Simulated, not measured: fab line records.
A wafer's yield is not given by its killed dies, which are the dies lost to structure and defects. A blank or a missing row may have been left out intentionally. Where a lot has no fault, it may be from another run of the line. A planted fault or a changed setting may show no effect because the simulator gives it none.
Chamber matching ; flow n5Finfet ; rieDiel-06 running N5_MOL_CONTACT_COAG_ETCH_67: 4 sister chambers
The step etches SOC in N2/H2, target depth 60 nm, overetch 21 nm, time 101.2 s. 20 wafers are shown with their chamber, then 10 later ones without.

## WAFERS, EACH WITH ITS CHAMBER
wafer;chamber;throttleValvePct (%);showerheadPlenumPTorr (Torr);oesProductAu (a.u.)
L077.2;2;17.74;2.57;0.67
L077.5;1;17.79;2.63;0.60
L077.6;0;18.23;2.52;0.60
L078.1;1;17.79;2.63;0.59
L078.3;0;18.24;2.52;0.60
L078.6;0;18.24;2.52;0.59
L080.1;0;18.25;2.52;0.60
L080.2;3;17.90;2.57;0.70
L080.4;2;17.75;2.57;0.66
L081.2;0;18.23;2.52;0.60
L081.5;3;17.90;2.57;0.70
L081.6;2;17.75;2.57;0.66
L082.1;2;17.74;2.57;0.66
L082.2;3;17.91;2.57;0.70
L082.3;0;18.24;2.52;0.60
L083.3;1;17.81;2.62;0.59
L083.4;0;18.25;2.52;0.59
L083.5;3;17.90;2.57;0.70
L084.3;3;17.90;2.56;0.70
L084.4;0;18.23;2.52;0.59

SIGNATURES, as means of the wafers listed above
reading;chamber 0;chamber 1;chamber 2;chamber 3;scatter within a chamber
throttleValvePct;18.2387;17.7967;17.7450;17.9020;0.00764
showerheadPlenumPTorr;2.5200;2.6267;2.5700;2.5680;0.00303
oesProductAu;0.5962;0.5933;0.6625;0.7000;0.00454
Rule: for a wafer and a chamber, the distance is found by dividing, reading by reading, the gap between the wafer's reading and the chamber's mean by the reading's scatter, squaring, summing and taking the root. If the next closest chamber is less than 2 further off than the closest, the wafer can't be placed; otherwise it belongs to the closest. The scatter: take each reading less its chamber's mean, square it, sum over the shown wafers, divide by the number of wafers less the number of chambers, and take the root.

## WAFERS WITH NO CHAMBER GIVEN
wafer;throttleValvePct (%);showerheadPlenumPTorr (Torr);oesProductAu (a.u.)
L084.6;17.91;2.56;0.69
L092.1;17.79;2.56;0.65
L092.3;18.28;2.51;0.59
L092.4;17.79;2.56;0.65
L093.2;18.29;2.51;0.58
L093.4;18.30;2.51;0.58
L093.5;17.79;2.56;0.65
L097.1;17.95;2.55;0.67
L097.3;17.81;2.55;0.63
L097.5;17.95;2.55;0.67

## THE CHAMBER EACH PASSED THROUGH
wafer;from the rows above;in truth
L084.6;3;3
L092.1;2;2
L092.3;0;0
L092.4;2;2
L093.2;0;0
L093.4;0;0
L093.5;2;2
L097.1;3;3
L097.3;2;2
L097.5;3;3
Correctly placed: 10 of 10. Can't be placed from these rows: 0. Placed wrongly: 0.
